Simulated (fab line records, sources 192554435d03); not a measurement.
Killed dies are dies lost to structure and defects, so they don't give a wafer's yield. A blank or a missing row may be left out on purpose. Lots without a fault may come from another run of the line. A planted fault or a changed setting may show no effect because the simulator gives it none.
Split-lot experiment | flow n5_finfet | 7 lots, 39 wafers read, on a route of 1938 steps

THE SPLIT
At N5_PASSIVATION_ETCH_59 (etches TaN in Cl2/BCl3, target depth 65 nm, time 34.9 s), the setting time_s was moved away from the recipe's 34.9 s on 9 of the 39 wafers read, by -33.0% to +38.3%. The other wafers ran this setting at the recipe's value.

The reading is taken at the split's own step.

THE READING
etch.depth_nm (the simulator's own value, which no gauge read), in nm, at N5_PASSIVATION_ETCH_59 (etches TaN in Cl2/BCl3, target depth 65 nm, time 34.9 s). The file gives no usual value for it. The 30 wafers here that ran the recipe average 64.95 nm, standard deviation 1.5 nm.

wafer  | tool, chamber at the split | time_s as run, s | against the recipe | etch.depth_nm, nm | against lot-mates on the recipe
L078.1 | rie_metal-03, 1            | 34.9             | recipe             | 64.98             | -
L078.2 | rie_metal-03, 0            | 34.9             | recipe             | 62.31             | -
L078.3 | rie_metal-03, 1            | 34.9             | recipe             | 64.94             | -
L078.4 | rie_metal-03, 0            | 34.9             | recipe             | 62.58             | -
L078.5 | rie_metal-03, 1            | 34.9             | recipe             | 65.02             | -
L078.6 | rie_metal-03, 0            | 34.9             | recipe             | 62.47             | -
L081.1 | rie_metal-03, 0            | 34.9             | recipe             | 63.33             | -
L081.2 | rie_metal-03, 1            | 34.9             | recipe             | 65.62             | -
L081.3 | rie_metal-03, 1            | 34.9             | recipe             | 65.96             | -
L083.1 | rie_metal-03, 1            | 34.9             | recipe             | 65.7              | -
L083.2 | rie_metal-03, 0            | 34.9             | recipe             | 62.86             | -
L083.3 | rie_metal-03, 1            | 34.9             | recipe             | 65.08             | -
L083.4 | rie_metal-03, 0            | 34.9             | recipe             | 62.94             | -
L083.5 | rie_metal-03, 1            | 34.9             | recipe             | 65.34             | -
L083.6 | rie_metal-03, 0            | 34.9             | recipe             | 62.7              | -
L084.1 | rie_metal-02, 1            | 34.9             | recipe             | 66.16             | -
L084.2 | rie_metal-02, 1            | 34.9             | recipe             | 66.08             | -
L084.3 | rie_metal-02, 1            | 34.9             | recipe             | 66.47             | -
L084.4 | rie_metal-02, 1            | 34.9             | recipe             | 66.22             | -
L084.5 | rie_metal-02, 1            | 34.9             | recipe             | 66.59             | -
L084.6 | rie_metal-02, 1            | 34.9             | recipe             | 66.1              | -
L088.1 | rie_metal-02, 0            | 23.39            | -33.0%             | 44.35             | -21.52
L088.2 | rie_metal-02, 1            | 23.39            | -33.0%             | 43.95             | -21.92
L088.3 | rie_metal-02, 0            | 23.39            | -33.0%             | 44.52             | -21.35
L088.4 | rie_metal-02, 1            | 34.9             | recipe             | 66.11             | -
L088.5 | rie_metal-02, 0            | 34.9             | recipe             | 65.89             | -
L088.6 | rie_metal-02, 1            | 34.9             | recipe             | 65.6              | -
L087.1 | rie_metal-03, 1            | 27.79            | -20.4%             | 51.79             | -12.08
L087.2 | rie_metal-03, 0            | 34.9             | recipe             | 63.21             | -
L087.3 | rie_metal-03, 1            | 27.79            | -20.4%             | 52.19             | -11.68
L087.4 | rie_metal-03, 0            | 34.9             | recipe             | 62.87             | -
L087.5 | rie_metal-03, 0            | 27.79            | -20.4%             | 50.09             | -13.78
L087.6 | rie_metal-03, 1            | 34.9             | recipe             | 65.52             | -
L096.1 | rie_metal-02, 0            | 34.9             | recipe             | 67.02             | -
L096.2 | rie_metal-02, 1            | 34.9             | recipe             | 66.25             | -
L096.3 | rie_metal-02, 0            | 48.25            | +38.3%             | 91.92             | +25.32
L096.4 | rie_metal-02, 1            | 34.9             | recipe             | 66.54             | -
L096.5 | rie_metal-02, 0            | 48.25            | +38.3%             | 92.88             | +26.28
L096.6 | rie_metal-02, 1            | 48.25            | +38.3%             | 91.72             | +25.12

THE FIT
A straight line over all 39 wafers: etch.depth_nm changes by +0.676 nm for each +1% of time_s; r = +0.99; the points scatter about the line by 1.5 nm.
The same after taking each lot's own level away (the mean of its wafers on the recipe; 39 wafers): +0.656 nm for each +1%; r = +1.00; scatter 0.96 nm.
On that fit, the largest move of time_s shifts the reading by 25 nm.
The lots' own levels span 63.717 to 66.603 nm, that is 1.9 times the standard deviation above.
So the lot-to-lot level changes the slope little: the two slopes agree.
Check: with one of the wafers moved furthest among these (+38.3%) left out of the fit, the line predicts +25.2 nm for it against its lot-mates. It came out at +25.3 nm against them.

THE FILE'S OWN FIT
etch.depth_nm changes by +0.656 nm for each +1% of time_s, r = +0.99.
